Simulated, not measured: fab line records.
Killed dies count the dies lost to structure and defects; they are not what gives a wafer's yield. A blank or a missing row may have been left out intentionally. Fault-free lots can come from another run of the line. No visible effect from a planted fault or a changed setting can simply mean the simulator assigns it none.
fab line records | flow n5_finfet
[record] lots = 14 wafers = 42 last_day = 17
route steps=1938 shown BEOL_M0_SAQP@637
lots with no fault: from the same line, run without faults
start_h: the number of hours between the record's first day and the start of the first shown wafer of the lot | wait_h: time in hours since the lot's previous step | " as in the row above | L1.1+2: one row covering several wafers at once | - no value present, or no start provided | * or withheld: withheld | < > ~ a bound
route shown NAME@n: NAME is a module with steps in the file, n the number in the route of the first one | usual: average and standard deviation across the fault-free wafers | same: alike in all rows | chamber/n: place in a boat | sites: per-site readings | _std_site: how widely they spread, as a standard deviation | _edge_site: inner sites' mean taken away from outer sites' mean | radius_mm: for every site, how far away it sits from the centre of the wafer | mask NAME#n: copy n | behind: the last tool/chamber to shape the wafer | hold: why the lot went on hold/how many hours it stayed there/how the hold came to an end | device: whichever transistor did not switch (one of n, p or np) | end of line: the same wafers' tests at the end of the route | where a step has no rows: the recipe by itself | killed: dies that structure and defects cost at the first sort, which is not the same as the wafer's yield | map: the dies of a wafer, with x for killed, . for not killed, _ for no die there
set.NAME: the setting that was run; set.NAME@STEP: the one run at that earlier step | model.NAME: the simulator's own value behind a step, which no gauge read
a sample of lots followed through the steps of the route, with each step as a table and each wafer as a row
services: when a tool's chamber went out of use (start_h, in hours from the record's first day, below 0 if earlier), for how many hours, and the reason
[[steps]]
[step N5_BEOL_M0_SAQP_PECVD_97]
[recipe] material = SiNx target_thk_a = 230 temp_c = 350 precursor = SiH4/NH3/N2 pressure_torr = 1.5 rf_w = 300 time_s = 19.9
[usual] heater_power_w = 528/120 showerhead_plenum_p_Torr = 5.13/0.085 throttle_valve_pct = 39.1/1.7
// columns lot.wafer tool chamber start_h wait_h heater_power_w showerhead_plenum_p_Torr throttle_valve_pct
L319.1 pecvd-01 2 113.02 0.0 399 5.18 38.5
L319.2 " 1 " " 722 5.14 41.2
L319.3 " 1 " " 724 5.12 40.9
L320.1 pecvd-04 2 123.09 0.0 432 4.92 38.4
L320.2 " 0 " " 366 5.19 38.0
L320.4 " 0 " " 358 5.20 37.6
L323.1 pecvd-02 2 135.12 0.0 726 5.14 35.0
L323.4 " 2 " " 719 5.16 35.3
L323.6 " 0 " " 464 5.25 39.9
L325.3 pecvd-01 2 155.31 0.0 461 5.17 38.4
L325.4 " 1 " " 638 5.13 41.4
L325.5 " 0 " " 558 5.12 40.2
L326.1 pecvd-04 2 157.44 0.0 411 4.92 38.3
L326.2 " 0 " " 391 5.20 37.8
L326.6 " 2 " " 406 4.93 38.6
L327.2 pecvd-04 1 160.83 0.0 646 5.16 38.7
L327.4 " 1 " " 652 5.15 39.0
L327.6 " 0 " " 374 5.20 38.0
L329.1 pecvd-04 2 179.42 0.0 411 4.91 38.4
L329.5 " 0 " " 368 5.19 38.5
L329.6 " 1 " " 672 5.17 38.9
L331.1 pecvd-01 2 185.77 0.0 411 5.16 38.6
L331.5 " 0 " " 562 5.13 40.0
L331.6 " 1 " " 722 5.12 41.4
L333.1 pecvd-02 1 195.85 0.0 519 5.15 41.0
L333.3 " 2 " " 701 5.13 35.6
L333.4 " 2 " " 678 5.15 35.3
L332.1 pecvd-04 1 202.18 0.0 620 5.16 38.8
L332.4 " 2 " " 386 4.93 38.7
L332.5 " 1 " " 612 5.17 38.9
L334.3 pecvd-04 0 206.17 0.0 365 5.19 38.1
L334.5 " 0 " " 361 5.19 38.1
L334.6 " 2 " " 443 4.92 38.6
L335.1 pecvd-01 0 208.11 0.0 598 5.13 40.2
L335.4 " 0 " " 599 5.13 40.1
L335.5 " 2 " " 470 5.16 39.0
L338.1 pecvd-01 1 228.42 0.0 663 5.13 41.3
L338.2 " 0 " " 542 5.13 40.2
L338.6 " 1 " " 668 5.12 41.3
L341.1 pecvd-02 0 247.09 0.0 402 5.24 39.7
L341.2 " 2 " " 662 5.14 35.3
L341.3 " 1 " " 543 5.16 40.9
[step N5_BEOL_M0_SAQP_PECVD_04]
[recipe] material = a-Si target_thk_a = 600 temp_c = 350 precursor = SiH4/He pressure_torr = 3 rf_w = 100 time_s = 60.2
[usual] heater_power_w = 598/120 showerhead_plenum_p_Torr = 5.66/0.064 throttle_valve_pct = 17.8/0.78
// columns lot.wafer tool chamber start_h wait_h heater_power_w showerhead_plenum_p_Torr throttle_valve_pct
L319.1 pecvd-01 2 113.08 0.0 508 5.68 17.4
L319.2 " 1 " " 745 5.66 18.7
L319.3 " 1 " " 743 5.65 18.8
L320.1 pecvd-04 2 123.13 0.0 549 5.50 17.4
L320.2 " 0 " " 454 5.71 17.6
L320.4 " 0 " " 451 5.71 17.2
L323.1 pecvd-02 2 135.16 0.0 777 5.66 16.4
L323.4 " 2 " " 788 5.66 16.2
L323.6 " 0 " " 543 5.72 18.1
L325.3 pecvd-01 2 155.35 0.0 475 5.68 17.4
L325.4 " 1 " " 786 5.66 19.0
L325.5 " 0 " " 613 5.65 18.4
L326.1 pecvd-04 2 157.47 0.0 470 5.50 17.5
L326.2 " 0 " " 462 5.70 17.5
L326.6 " 2 " " 456 5.51 17.4
L327.2 pecvd-04 1 160.86 0.0 726 5.68 17.5
L327.4 " 1 " " 713 5.68 17.7
L327.6 " 0 " " 466 5.71 17.4
L329.1 pecvd-04 2 179.46 0.0 470 5.50 17.5
L329.5 " 0 " " 405 5.70 17.2
L329.6 " 1 " " 702 5.69 17.5
L331.1 pecvd-01 2 185.81 0.0 486 5.68 18.0
L331.5 " 0 " " 663 5.65 18.4
L331.6 " 1 " " 780 5.65 19.2
L333.1 pecvd-02 1 195.89 0.0 551 5.67 18.8
L333.3 " 2 " " 697 5.69 16.3
L333.4 " 2 " " 712 5.67 16.2
L332.1 pecvd-04 1 202.22 0.0 735 5.68 17.2
L332.4 " 2 " " 508 5.50 17.5
L332.5 " 1 " " 745 5.69 17.6
L334.3 pecvd-04 0 206.21 0.0 466 5.73 17.4
L334.5 " 0 " " 453 5.70 17.5
L334.6 " 2 " " 533 5.51 17.6
L335.1 pecvd-01 0 208.15 0.0 686 5.66 18.5
L335.4 " 0 " " 646 5.67 18.4
L335.5 " 2 " " 543 5.68 17.7
L338.1 pecvd-01 1 228.46 0.0 759 5.65 19.0
L338.2 " 0 " " 602 5.66 18.4
L338.6 " 1 " " 760 5.64 18.5
L341.1 pecvd-02 0 247.13 0.0 523 5.72 18.3
L341.2 " 2 " " 778 5.65 16.1
L341.3 " 1 " " 617 5.68 18.8
[step N5_BEOL_M0_SAQP_DEVELOP_13]
[recipe] develop_time_s = 30 developer = TMAH resist = CAR-ArF dev_temp_c = 23 rinse_liquid = diw dry = air_spin
[usual] chill_plate_temp_C = 22.99/0.11 develop_time_s = 30/0
// columns lot.wafer tool chamber start_h wait_h chill_plate_temp_C develop_time_s
L319.1 litho_track-04 0 113.66 - 22.97 30
L319.2 " 0 " " 22.78 30
L319.3 " 0 " " 22.73 30
L320.1 litho_track-03 0 123.65 - 23.28 30
L320.2 " 0 " " 23.04 30
L320.4 " 0 " " 22.88 30
L323.1 litho_track-01 0 135.68 - 23.07 30
L323.4 " 0 " " 23.05 30
L323.6 " 0 " " 22.94 30
L325.3 litho_track-03 0 155.74 - 23.26 30
L325.4 " 0 " " 23.04 30
L325.5 " 0 " " 23.29 30
L326.1 litho_track-03 0 157.99 - 22.91 30
L326.2 " 0 " " 22.88 30
L326.6 " 0 " " 23.02 30
L327.2 litho_track-04 0 161.38 - 22.92 30
L327.4 " 0 " " 22.90 30
L327.6 " 0 " " 23.08 30
L329.1 litho_track-03 0 179.98 - 22.87 30
L329.5 " 0 " " 22.97 30
L329.6 " 0 " " 22.99 30
L331.1 litho_track-01 0 186.33 - 23.18 30
L331.5 " 0 " " 23.17 30
L331.6 " 0 " " 23.05 30
L333.1 litho_track-01 - 196.41 - - -
L333.3 " - " " - -
L333.4 " - " " - -
L332.1 litho_track-03 - 202.74 - - -
L332.4 " - " " - -
L332.5 " - " " - -
L334.3 litho_track-01 0 206.73 - 22.95 30
L334.5 " 0 " " 23.00 30
L334.6 " 0 " " 22.96 30
L335.1 litho_track-01 0 208.54 - 22.96 30
L335.4 " 0 " " 23.03 30
L335.5 " 0 " " 22.99 30
L338.1 litho_track-04 0 228.99 - 23.01 30
L338.2 " 0 " " 23.05 30
L338.6 " 0 " " 22.96 30
L341.1 litho_track-04 0 247.65 - 22.94 30
L341.2 " 0 " " 22.95 30
L341.3 " 0 " " 22.88 30
[step N5_BEOL_M0_SAQP_DESCUM_19]
[recipe] chemistry = O2 time_s = 7.9 source_power_w = 50 bias_power_w = 20 pressure_mtorr = 20 rf_frequency_hz = 2.712e+07 temp_c = 40 resist = CAR-ArF o2_flow_sccm = 225
[usual] drypump_motor_current_A = 5.53/0.26 oes_product_au = 0.78/0.091 rf_vpp_V = 243.2/1.4 showerhead_plenum_p_Torr = 2.11/0.069 throttle_valve_pct = 20.45/0.27
// columns lot.wafer tool chamber start_h wait_h drypump_motor_current_A oes_product_au rf_hours_counter_h rf_vpp_V showerhead_plenum_p_Torr throttle_valve_pct
L319.1 rie_diel-02 2 113.80 0.0 5.82 0.87 57 244.1 2.13 19.97
L319.2 " 3 " " 5.32 0.76 136 240.7 2.01 20.44
L319.3 " 1 " " 5.67 0.86 42 241.3 2.04 20.40
L320.1 rie_diel-02 2 123.80 0.0 5.83 0.86 59 243.8 2.13 19.99
L320.2 " 1 " " 5.65 0.86 45 241.1 2.04 20.42
L320.4 " 0 " " 5.09 0.69 216 245.6 2.17 20.61
L323.1 rie_diel-06 0 135.83 0.0 5.81 0.71 213 242.1 2.06 20.53
L323.4 " 0 " " 5.75 0.70 - 243.0 2.06 20.54
L323.6 " 1 " " 5.31 0.70 - 242.2 2.08 20.56
L325.3 rie_diel-01 0 156.27 0.4 5.41 0.77 145 242.9 2.02 20.56
L325.4 " 1 " " 5.46 0.70 245 244.0 2.16 20.41
L325.5 " 3 " " 5.14 0.88 - 243.6 2.13 20.64
L326.1 rie_diel-02 0 158.19 0.1 5.12 0.68 226 245.3 2.17 20.62
L326.2 " 2 " " 5.83 0.84 69 243.4 2.13 19.98
L326.6 " 0 " " 5.11 0.68 - 244.8 2.17 20.63
L327.2 rie_diel-01 2 161.53 0.0 5.80 0.68 228 244.1 2.15 20.87
L327.4 " 1 " " 5.49 0.70 247 244.2 2.16 20.39
L327.6 " 2 " " 5.78 0.68 - 244.0 2.15 20.87
L329.1 rie_diel-06 0 180.51 0.4 5.78 0.70 228 242.0 2.05 20.57
L329.5 " 0 " " 5.80 0.70 - 242.7 2.05 20.59
L329.6 " 1 " " 5.31 0.69 - 242.7 2.07 20.59
L331.1 rie_diel-01 1 186.50 0.0 5.44 1.02 2 243.8 2.16 19.99
L331.5 " 0 " " 5.39 0.76 - 241.5 2.01 20.59
L331.6 " 1 " " 5.48 1.02 - 244.1 2.16 20.00
L333.1 rie_diel-02 2 196.60 0.0 5.83 0.83 82 243.2 2.12 20.02
L333.3 " 0 " " 5.11 0.67 239 243.4 2.16 20.64
L333.4 " 1 " " 5.65 0.82 67 242.0 2.03 20.46
L332.1 rie_diel-02 3 202.89 0.0 5.35 0.75 163 241.9 2.00 20.46
L332.4 " 1 " " 5.65 0.82 70 242.0 2.03 20.45
L332.5 " 2 " " 5.84 0.83 - 243.8 2.12 20.00
L334.3 rie_diel-01 3 206.89 0.0 5.16 0.84 63 243.8 2.13 20.70
L334.5 " 2 " " 5.77 0.67 - 244.4 2.15 20.89
L334.6 " 1 " " 5.48 0.98 - 244.7 2.16 20.01
L335.1 rie_diel-01 2 208.69 0.0 5.75 0.68 242 244.1 2.15 20.89
L335.4 " 1 " " 5.47 0.99 9 242.8 2.16 20.01
L335.5 " 1 " " 5.49 0.98 - 242.4 2.16 20.00
L338.1 rie_diel-06 0 229.14 0.0 5.75 0.68 243 240.9 2.05 20.59
L338.2 " 1 " " 5.29 0.68 231 243.2 2.07 20.62
L338.6 " 3 " " 5.87 0.85 - 244.8 2.22 20.14
L341.1 rie_diel-06 3 247.82 0.1 5.92 0.84 88 245.3 2.22 20.14
L341.2 " 0 " " 5.77 0.68 248 242.5 2.05 20.59
L341.3 " 2 " " 5.44 0.72 200 244.4 2.17 20.27
[[services]]
// columns tool chamber start_h hours kind
pecvd-01 0 99.99 13.4 repair
pecvd-04 0 112.49 5.5 scheduled_down
rie_diel-06 2 125.43 12.1 repair
pecvd-02 0 128.09 4.4 repair
rie_diel-02 3 142.67 1.8 repair
rie_diel-01 2 164.28 2.8 repair
rie_diel-01 1 168.11 - clean
rie_diel-01 1 168.11 - consumable_replace:focus_ring
rie_diel-01 1 168.11 13.9 scheduled_down
rie_diel-01 1 168.11 13.9 vent_cycle
pecvd-04 - 217.39 1.0 repair
pecvd-01 1 221.11 2.1 scheduled_down
pecvd-02 0 227.39 2.1 scheduled_down
rie_diel-02 0 233.89 - clean
rie_diel-02 0 233.89 - consumable_replace:focus_ring
rie_diel-02 0 233.89 14.9 scheduled_down
rie_diel-02 0 233.89 14.9 vent_cycle
rie_diel-01 2 235.33 5.0 repair
rie_diel-01 2 242.52 - clean
rie_diel-01 2 242.52 - consumable_replace:focus_ring
rie_diel-01 2 242.52 17.4 scheduled_down
rie_diel-01 2 242.52 17.4 vent_cycle
rie_diel-02 1 243.32 8.0 repair
pecvd-01 - 245.54 0.4 repair
[[key]]
[first_sign] step = N5_BEOL_M0_SAQP_DEVELOP_13 reading = tool_record direction = missing
effect none on later readings
met_at N5_BEOL_M0_SAQP_DEVELOP_13
struck_lots L332,L333
later_rows_left_out L332.1,L332.4,L332.5,L333.1,L333.3,L333.4
sort_left_out L332.1,L332.4,L332.5,L333.1,L333.3,L333.4
not_acting_at N5_BEOL_M0_SAQP_PECVD_97,N5_BEOL_M0_SAQP_PECVD_04,N5_BEOL_M0_SAQP_DESCUM_19
onset_between 186.33 196.41
[fault] kind = skipped_step_whole tool = litho_track-01,litho_track-03 chamber = - onset_h = 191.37 steps = N5_BEOL_M0_SAQP_DEVELOP_13 scope = struck_lots_only
// sort_left_out: the simulated sort isn't trusted on such a fault, so these wafers' sort isn't shown, and their yield isn't known
// later_rows_left_out: the simulator's readings of these wafers behind a module that went badly wrong aren't trusted and aren't shown, but for the sort
